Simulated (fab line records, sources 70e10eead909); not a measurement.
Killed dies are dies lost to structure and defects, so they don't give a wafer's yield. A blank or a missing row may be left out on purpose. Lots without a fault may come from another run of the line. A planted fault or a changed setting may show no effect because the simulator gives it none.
Tool commonality check | flow nand_harc | 1 lot, 3 wafers sampled

WHY IT WAS OPENED
At NHARC_END_SORT_01 the reading killed_at_periphery is flagged on 1 of 1 lot. Wafers without a fault read 2.9, standard deviation 2.1.
Rule: a lot is flagged when every wafer of it that has a number lies more than 4 standard deviations from that mean, or none has a number. The other lots count as sound.

lot  | measured     | on        | killed_at_periphery, wafer by wafer | flag
L479 | day 21 00:12 | prober-01 | 653 653 651                         | FLAGGED
The numbers of the flagged lots are 652.3 on average: +649.4 against the usual, or +99 or more standard deviations.

WHICH TOOL RAN EACH LOT
The record holds 3 process steps before the reading, out of a route of 1159 steps. In each cell: the tool, then ch and the chambers that the sampled wafers went through, then the start.
lot  | flag    | NHARC_P_ZERO_WELL_ETCH_65       | NHARC_P_ZERO_WELL_ETCH_63     | NHARC_P_ZERO_WELL_EXPOSE_34
L479 | FLAGGED | rie_diel-07 ch 0,3, day 1 19:31 | rie_si-03 ch 0,3, day 1 19:43 | krf_scanner-03 ch 0, day 2 14:16
What these steps do:
- NHARC_P_ZERO_WELL_ETCH_65: etches the open film in N2/H2, target depth 80 nm, overetch 24 nm, time 87.88 s.
- NHARC_P_ZERO_WELL_ETCH_63: etches the open film in HBr/Cl2, target depth 120 nm, time 40.1 s.
- NHARC_P_ZERO_WELL_EXPOSE_34: exposes mask P PWELL, target cd 720 nm.
- NHARC_END_SORT_01

FLAGGED OVER TOTAL, TOOL BY TOOL (the gauges that took the reading come last)
step                        | tool           | lots run | flagged | share of the flagged lots | sound lots run after its first flagged lot
NHARC_P_ZERO_WELL_ETCH_65   | rie_diel-07    | 1        | 1       | all                       | 0
NHARC_P_ZERO_WELL_ETCH_63   | rie_si-03      | 1        | 1       | all                       | 0
NHARC_P_ZERO_WELL_EXPOSE_34 | krf_scanner-03 | 1        | 1       | all                       | 0
NHARC_END_SORT_01           | prober-01      | 1        | 1       | all                       | 0

WHAT THE TABLE ALLOWS
4 rows of the table ran every flagged lot: rie_diel-07 at NHARC_P_ZERO_WELL_ETCH_65, rie_si-03 at NHARC_P_ZERO_WELL_ETCH_63, krf_scanner-03 at NHARC_P_ZERO_WELL_EXPOSE_34, prober-01 at NHARC_END_SORT_01.
- rie_diel-07 at NHARC_P_ZERO_WELL_ETCH_65: 1 of its 1 lot flagged. It ran no sound lot before its first flagged lot in this sample, so the start can't be narrowed down.
- rie_si-03 at NHARC_P_ZERO_WELL_ETCH_63: 1 of its 1 lot flagged. It ran no sound lot before its first flagged lot in this sample, so the start can't be narrowed down.
- krf_scanner-03 at NHARC_P_ZERO_WELL_EXPOSE_34: 1 of its 1 lot flagged. It ran no sound lot before its first flagged lot in this sample, so the start can't be narrowed down.
- prober-01 at NHARC_END_SORT_01: 1 of its 1 lot flagged. It ran no sound lot before its first flagged lot in this sample, so the start can't be narrowed down.
Counting lots can't tell these 4 tools apart, because each fits a fault that began at some hour. More lots, or a look at what each step does to the wafer, might.

WHAT THE SIMULATOR HAD PUT IN
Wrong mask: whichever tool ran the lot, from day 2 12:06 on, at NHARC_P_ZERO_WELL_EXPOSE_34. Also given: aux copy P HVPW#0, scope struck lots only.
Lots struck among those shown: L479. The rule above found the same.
